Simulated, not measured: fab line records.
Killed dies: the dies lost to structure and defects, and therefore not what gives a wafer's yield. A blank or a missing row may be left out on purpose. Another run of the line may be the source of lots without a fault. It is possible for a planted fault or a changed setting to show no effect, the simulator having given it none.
Split-lot trial || flow n5 finfet || on a route of 1938 steps: 7 lots, 21 wafers read

ABOUT THE SPLIT
At N5_PMOS_HMC_CHANNEL_EPI_PEB_07 (peb time 60 s), the setting peb temp c was moved away from the recipe's 110 C on 9 of the 21 wafers read, by -2.3% to +3.1%. This setting was run at the recipe's value on the other wafers.

BETWEEN THE SPLIT AND THE READING: the file shows 1 step in between
- N5_PMOS_HMC_CHANNEL_EPI_DEVELOP_08: develop time 30 s (also split here: develop time s)

THE READING
Shown in nm: cd nm at N5_PMOS_HMC_CHANNEL_EPI_CD_MEAS_09, with target cd 237.4 nm. Typical for fault-free wafers on this fab line: 236.9 nm, with standard deviation 1.2 nm.

{"wafer": "L080.2", "tool, chamber at the split": "litho track-05, 0", "peb temp c as run, C": 110, "against the recipe": "recipe", "cd nm, nm": 233.5, "against lot-mates on the recipe": "-"}
{"wafer": "L080.4", "tool, chamber at the split": "litho track-05, 0", "peb temp c as run, C": 111.9, "against the recipe": "+1.7%", "cd nm, nm": 241.5, "against lot-mates on the recipe": "+7.0"}
{"wafer": "L080.6", "tool, chamber at the split": "litho track-05, 0", "peb temp c as run, C": 110, "against the recipe": "recipe", "cd nm, nm": 235.5, "against lot-mates on the recipe": "-"}
{"wafer": "L081.1", "tool, chamber at the split": "litho track-02, 0", "peb temp c as run, C": 111.4, "against the recipe": "+1.3%", "cd nm, nm": 241.6, "against lot-mates on the recipe": "+4.2"}
{"wafer": "L081.3", "tool, chamber at the split": "litho track-02, 0", "peb temp c as run, C": 110, "against the recipe": "recipe", "cd nm, nm": 237.4, "against lot-mates on the recipe": "-"}
{"wafer": "L081.4", "tool, chamber at the split": "litho track-02, 0", "peb temp c as run, C": 111.4, "against the recipe": "+1.3%", "cd nm, nm": 240.8, "against lot-mates on the recipe": "+3.4"}
{"wafer": "L082.2", "tool, chamber at the split": "litho track-05, 0", "peb temp c as run, C": 111.6, "against the recipe": "+1.5%", "cd nm, nm": 243.2, "against lot-mates on the recipe": "+5.2"}
{"wafer": "L082.3", "tool, chamber at the split": "litho track-05, 0", "peb temp c as run, C": 111.6, "against the recipe": "+1.5%", "cd nm, nm": 242.0, "against lot-mates on the recipe": "+4.0"}
{"wafer": "L082.5", "tool, chamber at the split": "litho track-05, 0", "peb temp c as run, C": 110, "against the recipe": "recipe", "cd nm, nm": 238.0, "against lot-mates on the recipe": "-"}
{"wafer": "L088.1", "tool, chamber at the split": "litho track-02, 0", "peb temp c as run, C": 110, "against the recipe": "recipe", "cd nm, nm": 237.1, "against lot-mates on the recipe": "-"}
{"wafer": "L088.3", "tool, chamber at the split": "litho track-02, 0", "peb temp c as run, C": 110, "against the recipe": "recipe", "cd nm, nm": 236.3, "against lot-mates on the recipe": "-"}
{"wafer": "L088.5", "tool, chamber at the split": "litho track-02, 0", "peb temp c as run, C": 110, "against the recipe": "recipe", "cd nm, nm": 235.7, "against lot-mates on the recipe": "-"}
{"wafer": "L091.2", "tool, chamber at the split": "litho track-03, 0", "peb temp c as run, C": 113.4, "against the recipe": "+3.1%", "cd nm, nm": 248.3, "against lot-mates on the recipe": "+9.8"}
{"wafer": "L091.3", "tool, chamber at the split": "litho track-03, 0", "peb temp c as run, C": 110, "against the recipe": "recipe", "cd nm, nm": 238.5, "against lot-mates on the recipe": "-"}
{"wafer": "L091.4", "tool, chamber at the split": "litho track-03, 0", "peb temp c as run, C": 113.4, "against the recipe": "+3.1%", "cd nm, nm": 246.1, "against lot-mates on the recipe": "+7.6"}
{"wafer": "L094.1", "tool, chamber at the split": "litho track-02, 0", "peb temp c as run, C": 107.5, "against the recipe": "-2.3%", "cd nm, nm": 229.7, "against lot-mates on the recipe": -6.4}
{"wafer": "L094.3", "tool, chamber at the split": "litho track-02, 0", "peb temp c as run, C": 110, "against the recipe": "recipe", "cd nm, nm": 236.1, "against lot-mates on the recipe": "-"}
{"wafer": "L094.5", "tool, chamber at the split": "litho track-02, 0", "peb temp c as run, C": 107.5, "against the recipe": "-2.3%", "cd nm, nm": 226.5, "against lot-mates on the recipe": -9.6}
{"wafer": "L097.3", "tool, chamber at the split": "litho track-03, 0", "peb temp c as run, C": 110, "against the recipe": "recipe", "cd nm, nm": 239.0, "against lot-mates on the recipe": "-"}
{"wafer": "L097.4", "tool, chamber at the split": "litho track-03, 0", "peb temp c as run, C": 110, "against the recipe": "recipe", "cd nm, nm": 236.6, "against lot-mates on the recipe": "-"}
{"wafer": "L097.6", "tool, chamber at the split": "litho track-03, 0", "peb temp c as run, C": 110, "against the recipe": "recipe", "cd nm, nm": 238.8, "against lot-mates on the recipe": "-"}

THE FIT
A straight line over all 21 wafers: cd nm changes by +3.53 nm for each +1% of peb temp c; r = +0.96; the points scatter about the line by 1.5 nm.
The same after taking each lot's own level away (the mean of its wafers on the recipe; 21 wafers): +3.17 nm for each +1%; r = +0.97; scatter 1 nm.
The reading moves by 9.8 nm for the largest change in peb temp c, on that fit.
Measured against the standard deviation above, the lots' own levels, which go from 234.50 to 238.50 nm, span 3.3 times it.
So the lot-to-lot level changes the slope: the two fits differ.
Check: with one of the wafers moved furthest among these (+3.1%) left out of the fit, the line predicts +9.62 nm for it against its lot-mates. Against them it came out at +9.8 nm.

FURTHER SPLITS ON THESE WAFERS
Other splits were also applied to these wafers ahead of the reading. Each is held against what the fit with the lots' levels taken away leaves over:
{"other split on the same wafers": "N5_WELL_APT_EXPOSE_05 dose mj", "wafers away from the commonest value": 6, "r with cd nm (lot level and that fit taken away)": "+0.06"}
{"other split on the same wafers": "N5_WELL_APT_PEB_06 peb time s", "wafers away from the commonest value": 6, "r with cd nm (lot level and that fit taken away)": "+0.13"}
{"other split on the same wafers": "N5_PMOS_HMC_CHANNEL_EPI_DEVELOP_08 develop time s", "wafers away from the commonest value": 11, "r with cd nm (lot level and that fit taken away)": "+0.11"}

THE WHOLE CHAIN: every reading that the file lists as answering this split, in the file's order
{"step": "N5_PMOS_HMC_CHANNEL_EPI_CD_MEAS_09", "what it does": "target cd 237.4 nm", "reading": "cd nm", "change (the file's fit)": "+3.21 nm for each +1% of the setting", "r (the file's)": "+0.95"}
{"step": "N5_PMOS_HMC_CHANNEL_EPI_DESCUM_14", "what it does": "chemistry O2, time 7.9 s", "reading": "PMOS_HMC_CHANNEL_EPI.cd nm (the simulator's own value, which no gauge read)", "change (the file's fit)": "+3.23 nm for each +1% of the setting", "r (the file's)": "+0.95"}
{"step": "N5_PMOS_HMC_CHANNEL_EPI_FIN_RECESS_16", "what it does": "chemistry HBr/Cl2, target Si, target depth 54 nm, time 18 s", "reading": "PMOS_HMC_CHANNEL_EPI.cd nm (the simulator's own value, which no gauge read)", "change (the file's fit)": "+3.45 nm for each +1% of the setting, in a fit together with develop time s@PMOS_HMC_CHANNEL_EPI_DEVELOP_08", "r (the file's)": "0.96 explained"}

THE FILE'S OWN FIT
cd nm changes by +3.21 nm for each +1% of peb temp c, r = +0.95.
